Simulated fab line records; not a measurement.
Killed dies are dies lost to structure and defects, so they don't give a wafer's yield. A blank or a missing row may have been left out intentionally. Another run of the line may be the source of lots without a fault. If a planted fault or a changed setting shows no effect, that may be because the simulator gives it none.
Matching of chambers -- flow nand harc -- NHARC_A_CONTACT_DEP_85 on pecvd-01: 3 sister chambers
The step deposits SiON, target thk 60 nm. 3 wafers are shown with their chamber, then 9 later ones without.

## WAFERS, EACH WITH ITS CHAMBER
wafer,chamber,heater power w (W)
L087.6,1,673
L089.1,2,921
L089.4,0,744

## WAFERS WITHOUT THEIR CHAMBER
wafer,heater power w (W)
L090.3,870
L090.5,763
L090.6,872
L094.3,771
L094.4,770
L094.6,918
L096.3,895
L096.4,898
L096.6,654

## WHICH CHAMBER EACH WENT THROUGH
wafer,from the rows above,in truth
L090.3,2,2
L090.5,0,0
L090.6,2,2
L094.3,0,0
L094.4,0,0
L094.6,2,2
L096.3,2,2
L096.4,2,2
L096.6,1,1
Correct placement for 9 of the 9. Not placeable from these rows: 0. Placed wrongly: 0.
How it was worked out, from the rows above alone: a wafer's distance from a chamber is the root of the sum, over the readings, of the square of ((its reading less the chamber's mean) divided by the reading's scatter). If the next closest chamber is less than 2 further off than the closest, the wafer can't be placed; otherwise it belongs to the closest. A chamber's mean is the mean of its shown wafers. The scatter: with one shown wafer a chamber, the root of the mean of the squares of how far each hidden wafer lies from its nearest shown one.
